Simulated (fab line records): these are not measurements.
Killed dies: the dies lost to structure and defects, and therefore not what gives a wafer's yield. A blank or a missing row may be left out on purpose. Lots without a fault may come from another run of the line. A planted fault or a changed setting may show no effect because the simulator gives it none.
Chamber matching | flow nandHarc | NHARC_P_GATE_ALD_36 on aldSin-02 has 4 sister chambers
The step deposits SiNx, target thk 20 nm, pulse time 60 s, ald cycles 223. 16 wafers are shown with their chamber, then 8 later ones without.

WAFERS PAIRED WITH THEIR CHAMBERS
wafer  | chamber | heaterPowerW (W) | heaterPowerOuterW (W) | precursorPulseHeightRel
L077.1 | 1       | 724              | 493                   | 1.021
L077.2 | 2       | 874              | 516                   | 0.987
L077.6 | 1       | 720              | 506                   | 1.015
L080.4 | 1       | 733              | 492                   | 0.996
L080.3 | 2       | 867              | 509                   | 0.996
L080.5 | 0       | 779              | 451                   | 1.020
L083.2 | 3       | 849              | 541                   | 0.982
L083.3 | 0       | 798              | 451                   | 1.003
L083.5 | 3       | 836              | 514                   | 1.022
L086.2 | 2       | 896              | 514                   | 1.009
L086.4 | 0       | 789              | 459                   | 0.978
L086.1 | 1       | 720              | 497                   | 0.988
L089.1 | 3       | 847              | 536                   | 0.995
L089.3 | 1       | 738              | 486                   | 1.036
L089.4 | 2       | 886              | 514                   | 0.956
L091.4 | 2       | 891              | 506                   | 1.027

SIGNATURES, as means of the wafers listed above
reading                 | chamber 0 | chamber 1 | chamber 2 | chamber 3 | scatter within a chamber
heaterPowerW            | 788.67    | 727.00    | 882.80    | 844.00    | 9.67
heaterPowerOuterW       | 453.67    | 494.80    | 511.80    | 530.33    | 7.87
precursorPulseHeightRel | 1.00033   | 1.01120   | 0.99500   | 0.99967   | 0.0224
Rule: for each reading, subtract the chamber's mean from the wafer's reading, divide by that reading's scatter and square the result; add these up over the readings and take the root, which gives the wafer's distance from the chamber. The wafer belongs to the nearest chamber; if the next one is less than 2 further off, it can't be placed. The scatter: the root of (the sum of the squares of (reading less its chamber's mean) over the shown wafers, divided by (wafers less chambers)).

WAFERS WHOSE CHAMBER IS MISSING
wafer  | heaterPowerW (W) | heaterPowerOuterW (W) | precursorPulseHeightRel
L091.3 | 801              | 447                   | 0.977
L091.2 | 735              | 498                   | 1.010
L094.3 | 881              | 503                   | 1.026
L094.4 | 781              | 458                   | 0.982
L094.2 | 744              | 506                   | 1.006
L097.1 | 901              | 513                   | 0.997
L097.4 | 788              | 457                   | 0.994
L097.6 | 725              | 495                   | 1.041

WHICH CHAMBER EACH WENT THROUGH
wafer  | from the rows above | in truth
L091.3 | 0                   | 0
L091.2 | 1                   | 1
L094.3 | 2                   | 2
L094.4 | 0                   | 0
L094.2 | 1                   | 1
L097.1 | 2                   | 2
L097.4 | 0                   | 0
L097.6 | 1                   | 1
Correct placement for 8 of the 8. Left unplaced by these rows: 0. 0 placed wrongly.
